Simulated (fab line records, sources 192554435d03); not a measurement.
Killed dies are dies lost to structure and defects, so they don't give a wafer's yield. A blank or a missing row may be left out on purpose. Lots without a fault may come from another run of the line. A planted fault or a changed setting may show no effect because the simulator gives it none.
Problem report in the 8D (eight disciplines) form, filled by code | flow n5_finfet | the parts of the form that need people (team, actions taken, sign-off) are left out

1. THE PROBLEM
bias_w at N5_BEOL_M6_ETCH_62 reads a mean of 174.8 W on 6 wafers of 2 lots; wafers without a fault read 150.0 W with a standard deviation of 0.45. That is +55 standard deviations from the usual mean.
The step: etches SOC in N2/H2, target depth 110 nm, overetch 22 nm, time 165 s.
First seen on wafer L439.1, day 12 03:10, on rie_diel-05. The record holds 18 wafers of 6 lots with a number at this step. Rule for "out", or "out of limits": more than 4 standard deviations from the usual mean. The other wafers with a number count as sound.

2. WHAT IT IS AND WHAT IT IS NOT
question                    | is                     | is not
which readings at this step | bias_w, rf_vpp_V       | drypump_motor_current_A, h2_flow_sccm, oes_product_au, showerhead_plenum_p_Torr, throttle_valve_pct
which lots                  | L439, L441             | L430, L447, L449, L451
which wafers of those lots  | all that have a number | -
read on which tools         | rie_diel-05            | rie_diel-02, rie_diel-04
when                        | from day 12 03:10      | up to then (3 sound wafers); but 9 sound wafers of L447, L449, L451 came after

3. SUSPECTS, AND WHAT RULES EACH OUT
Counting: a tool at a process step up to the reading stays a suspect if it ran every lot that is out and no sound lot after the first of them.
- rie_diel-05 at N5_BEOL_M6_DESCUM_16 (chemistry O2, time 7.9 s): kept. It ran every lot that is out, first L439 (day 12 03:05), and no sound lot after that.
- rie_diel-05 at N5_BEOL_M6_ETCH_61 (etches SiARC in CF4, target depth 45.5 nm, time 75.8 s): kept. It ran every lot that is out, first L439 (day 12 03:07), and no sound lot after that.
- rie_diel-05 at N5_BEOL_M6_ETCH_62 (etches SOC in N2/H2, target depth 110 nm, overetch 22 nm, time 165 s): kept. It ran every lot that is out, first L439 (day 12 03:10), and no sound lot after that. Its own readings are out on those wafers: bias_w, rf_vpp_V.
Left after counting: rie_diel-05 at N5_BEOL_M6_DESCUM_16, rie_diel-05 at N5_BEOL_M6_ETCH_61, rie_diel-05 at N5_BEOL_M6_ETCH_62.

4. THE CAUSE (what the simulator had put in)
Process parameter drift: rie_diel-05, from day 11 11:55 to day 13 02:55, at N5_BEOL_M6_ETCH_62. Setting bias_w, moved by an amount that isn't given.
Counting left 3 suspects, and this tool is among them.

5. THE CHAIN OF EFFECTS, in route order
Each row: a reading whose mean over the struck wafers that have a number lies more than 3 standard deviations from the usual. Only readings for which the record gives a usual standard deviation are gone through. hours: the time from each lot's start at the first step in this table that gives one to its start at this step, as a median over the lots. sigmas: the change in usual standard deviations.
hours | step               | reading  | usual   | on struck wafers | change | sigmas
0     | N5_BEOL_M6_ETCH_62 | bias_w   | 150.0 W | 174.8            | +24.8  | +55
0     | N5_BEOL_M6_ETCH_62 | rf_vpp_V | 524.8 V | 578.4            | +53.6  | +19
The process steps in it:
- N5_BEOL_M6_ETCH_62: etches SOC in N2/H2, target depth 110 nm, overetch 22 nm, time 165 s.

6. WHAT WOULD HAVE CAUGHT IT SOONER
In this record the first reading out of limits was taken at day 12 03:10, 15 hours after the fault began at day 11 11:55.
